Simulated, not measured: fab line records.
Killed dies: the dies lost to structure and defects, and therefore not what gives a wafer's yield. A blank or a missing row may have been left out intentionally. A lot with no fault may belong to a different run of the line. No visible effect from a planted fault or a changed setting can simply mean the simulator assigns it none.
Chamber matching :: flow n5Finfet :: N5_BEOL_M11_CURE_71 on uvCure-02: 3 sister chambers
The step cures SiCOH lowk, time 240 s. 27 wafers are shown with their chamber, then 12 later ones without.

## WAFERS PAIRED WITH THEIR CHAMBERS
wafer: L074.3
chamber: 0
wafer_temp_C_max: 386.0
lampPowerPct (%): 52.35

wafer: L074.4
chamber: 0
wafer_temp_C_max: 386.1
lampPowerPct (%): 52.31

wafer: L074.5
chamber: 0
wafer_temp_C_max: 386.2
lampPowerPct (%): 52.17

wafer: L078.1
chamber: 1
wafer_temp_C_max: 386.7
lampPowerPct (%): 52.20

wafer: L078.2
chamber: 1
wafer_temp_C_max: 386.7
lampPowerPct (%): 52.25

wafer: L078.5
chamber: 1
wafer_temp_C_max: 386.8
lampPowerPct (%): 52.28

wafer: L079.2
chamber: 0
wafer_temp_C_max: 386.9
lampPowerPct (%): 52.27

wafer: L079.4
chamber: 0
wafer_temp_C_max: 386.1
lampPowerPct (%): 52.34

wafer: L079.6
chamber: 0
wafer_temp_C_max: 386.9
lampPowerPct (%): 52.35

wafer: L081.1
chamber: 1
wafer_temp_C_max: 387.0
lampPowerPct (%): 52.37

wafer: L081.3
chamber: 1
wafer_temp_C_max: 386.7
lampPowerPct (%): 52.29

wafer: L081.6
chamber: 1
wafer_temp_C_max: 386.9
lampPowerPct (%): 52.23

wafer: L083.1
chamber: 2
wafer_temp_C_max: 385.4
lampPowerPct (%): 52.24

wafer: L083.3
chamber: 2
wafer_temp_C_max: 386.3
lampPowerPct (%): 52.34

wafer: L083.4
chamber: 2
wafer_temp_C_max: 386.5
lampPowerPct (%): 52.32

wafer: L084.1
chamber: 0
wafer_temp_C_max: 385.4
lampPowerPct (%): 52.31

wafer: L084.3
chamber: 0
wafer_temp_C_max: 385.8
lampPowerPct (%): 52.28

wafer: L084.6
chamber: 0
wafer_temp_C_max: 385.9
lampPowerPct (%): 52.33

wafer: L087.1
chamber: 2
wafer_temp_C_max: 386.0
lampPowerPct (%): 52.29

wafer: L087.2
chamber: 2
wafer_temp_C_max: 386.0
lampPowerPct (%): 52.33

wafer: L087.5
chamber: 2
wafer_temp_C_max: 386.6
lampPowerPct (%): 52.33

wafer: L087.3
chamber: 2
wafer_temp_C_max: 385.8
lampPowerPct (%): 52.26

wafer: L087.4
chamber: 2
wafer_temp_C_max: 386.6
lampPowerPct (%): 52.25

wafer: L087.6
chamber: 2
wafer_temp_C_max: 386.5
lampPowerPct (%): 52.16

wafer: L090.1
chamber: 1
wafer_temp_C_max: 386.3
lampPowerPct (%): 52.27

wafer: L090.2
chamber: 1
wafer_temp_C_max: 387.3
lampPowerPct (%): 52.35

wafer: L090.5
chamber: 1
wafer_temp_C_max: 386.2
lampPowerPct (%): 52.23

SIGNATURES (averages over the wafers above)
reading: wafer_temp_C_max
chamber 0: 386.144
chamber 1: 386.733
chamber 2: 386.189
scatter within a chamber: 0.418

reading: lampPowerPct
chamber 0: 52.3011
chamber 1: 52.2744
chamber 2: 52.2800
scatter within a chamber: 0.0573
Rule: a wafer lies at a distance from a chamber equal to the root of the sum of squares, over the readings, of (its reading less the chamber's mean, divided by the reading's scatter). The wafer belongs to the nearest chamber; if the next one is less than 2 further off, it can't be placed. The scatter: take each reading less its chamber's mean, square it, sum over the shown wafers, divide by the number of wafers less the number of chambers, and take the root.

## WAFERS WITHOUT THEIR CHAMBER
wafer: L092.1
wafer_temp_C_max: 387.7
lampPowerPct (%): 52.36

wafer: L092.3
wafer_temp_C_max: 386.9
lampPowerPct (%): 52.32

wafer: L092.4
wafer_temp_C_max: 387.1
lampPowerPct (%): 52.38

wafer: L092.2
wafer_temp_C_max: 387.3
lampPowerPct (%): 52.36

wafer: L092.5
wafer_temp_C_max: 386.7
lampPowerPct (%): 52.24

wafer: L092.6
wafer_temp_C_max: 387.1
lampPowerPct (%): 52.39

wafer: L096.1
wafer_temp_C_max: 386.9
lampPowerPct (%): 52.31

wafer: L096.2
wafer_temp_C_max: 387.7
lampPowerPct (%): 52.38

wafer: L096.4
wafer_temp_C_max: 386.8
lampPowerPct (%): 52.26

wafer: L097.1
wafer_temp_C_max: 386.9
lampPowerPct (%): 52.39

wafer: L097.4
wafer_temp_C_max: 387.1
lampPowerPct (%): 52.22

wafer: L097.6
wafer_temp_C_max: 386.9
lampPowerPct (%): 52.22

## CHAMBER TAKEN BY EACH
wafer: L092.1
from the rows above: can't be placed: 1 or 0 or 2
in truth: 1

wafer: L092.3
from the rows above: can't be placed: 1 or 0 or 2
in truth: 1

wafer: L092.4
from the rows above: can't be placed: 1 or 0 or 2
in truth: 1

wafer: L092.2
from the rows above: can't be placed: 1 or 0 or 2
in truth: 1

wafer: L092.5
from the rows above: can't be placed: 1 or 2 or 0
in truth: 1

wafer: L092.6
from the rows above: can't be placed: 1 or 0 or 2
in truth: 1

wafer: L096.1
from the rows above: can't be placed: 1 or 2 or 0
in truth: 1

wafer: L096.2
from the rows above: can't be placed: 1 or 0 or 2
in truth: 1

wafer: L096.4
from the rows above: can't be placed: 1 or 2 or 0
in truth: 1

wafer: L097.1
from the rows above: can't be placed: 1 or 0 or 2
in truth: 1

wafer: L097.4
from the rows above: can't be placed: 1 or 2 or 0
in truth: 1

wafer: L097.6
from the rows above: can't be placed: 1 or 2 or 0
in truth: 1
Correct placement for 0 of the 12. Can't be placed from these rows: 12 (the true chamber is among the candidates in 12). Number placed wrongly: 0.
